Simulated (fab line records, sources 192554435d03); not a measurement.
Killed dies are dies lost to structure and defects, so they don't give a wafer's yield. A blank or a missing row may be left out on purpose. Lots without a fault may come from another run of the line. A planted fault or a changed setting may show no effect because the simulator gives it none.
Split-lot experiment | flow n5_finfet | 7 lots, 21 wafers read, on a route of 1938 steps

THE SPLIT
At N5_BEOL_M2_COAT_22 (resist thk 30 nm), the setting spin_rpm was moved away from the recipe's 1500 rpm on 7 of the 21 wafers read, by -9.1% to +9.5%. The other wafers ran this setting at the recipe's value.

The reading is taken at the split's own step.

THE READING
CAR-EUV_of_BEOL_M2_COAT_22.thk_nm (the simulator's own value, which no gauge read), in nm, at N5_BEOL_M2_COAT_22 (resist thk 30 nm). The file gives no usual value for it. The 14 wafers here that ran the recipe average 30.1 nm, standard deviation 0.096 nm.

wafer  | tool, chamber at the split | spin_rpm as run, rpm | against the recipe | CAR-EUV_of_BEOL_M2_COAT_22.thk_nm, nm | against lot-mates on the recipe
L076.3 | litho_track-04, 0          | 1363                 | -9.1%              | 31.4                                  | no lot-mate on the recipe
L076.4 | litho_track-04, 0          | 1363                 | -9.1%              | 31.4                                  | no lot-mate on the recipe
L076.6 | litho_track-04, 0          | 1363                 | -9.1%              | 31.4                                  | no lot-mate on the recipe
L090.1 | litho_track-02, 0          | 1500                 | recipe             | 30                                    | -
L090.2 | litho_track-02, 0          | 1500                 | recipe             | 30                                    | -
L090.3 | litho_track-02, 0          | 1500                 | recipe             | 30                                    | -
L091.1 | litho_track-02, 0          | 1643                 | +9.5%              | 28.6                                  | -1.4
L091.3 | litho_track-02, 0          | 1643                 | +9.5%              | 28.8                                  | -1.2
L091.6 | litho_track-02, 0          | 1500                 | recipe             | 30                                    | -
L092.1 | litho_track-03, 0          | 1500                 | recipe             | 30.2                                  | -
L092.5 | litho_track-03, 0          | 1500                 | recipe             | 30                                    | -
L092.6 | litho_track-03, 0          | 1500                 | recipe             | 30                                    | -
L094.2 | litho_track-04, 0          | 1438                 | -4.1%              | 30.6                                  | +0.6
L094.3 | litho_track-04, 0          | 1500                 | recipe             | 30                                    | -
L094.6 | litho_track-04, 0          | 1500                 | recipe             | 30                                    | -
L095.4 | litho_track-04, 0          | 1500                 | recipe             | 30.2                                  | -
L095.5 | litho_track-04, 0          | 1500                 | recipe             | 30.2                                  | -
L095.6 | litho_track-04, 0          | 1500                 | recipe             | 30.2                                  | -
L096.1 | litho_track-04, 0          | 1500                 | recipe             | 30                                    | -
L096.3 | litho_track-04, 0          | 1547                 | +3.1%              | 29.6                                  | -0.5
L096.4 | litho_track-04, 0          | 1500                 | recipe             | 30.2                                  | -

THE FIT
A straight line over all 21 wafers: CAR-EUV_of_BEOL_M2_COAT_22.thk_nm changes by -0.144 nm for each +1% of spin_rpm; r = -0.99; the points scatter about the line by 0.09 nm.
The same after taking each lot's own level away (the mean of its wafers on the recipe; 18 wafers): -0.138 nm for each +1%; r = -0.99; scatter 0.067 nm.
On that fit, the largest move of spin_rpm shifts the reading by 1.3 nm.
The lots' own levels span 30.00 to 30.20 nm, that is 2.1 times the standard deviation above.
So the lot-to-lot level changes the slope little: the two slopes agree.
Check: with one of the wafers moved furthest among these (+9.5%) left out of the fit, the line predicts -1.25 nm for it against its lot-mates. It came out at -1.4 nm against them.

OTHER SPLITS ON THESE WAFERS
These wafers also went through other splits before the reading. Each is held against what the fit with the lots' levels taken away leaves over:
other split on the same wafers        | wafers away from the commonest value | r with CAR-EUV_of_BEOL_M2_COAT_22.thk_nm (lot level and that fit taken away)
N5_MOL_CONTACT_COAG_ETCH_47 source_w  | 8                                    | -0.12
N5_BEOL_M0_SAQP_SPACER1_ALD_98 temp_c | 8                                    | +0.00
N5_BEOL_M0_SAQP_ETCH_107 bias_w       | 7                                    | +0.12
N5_BEOL_M0_ETCH_128 source_w          | 6                                    | -0.17
N5_BEOL_M0_ETCH_109 bias_w            | 8                                    | +0.07
N5_BEOL_M1_COAT_67 spin_rpm           | 6                                    | +0.26
N5_BEOL_M1_COAT_22 spin_rpm           | 7                                    | -0.35

THE FILE'S OWN FIT
CAR-EUV_of_BEOL_M2_COAT_22.thk_nm changes by -0.14 nm for each +1% of spin_rpm, r = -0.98.
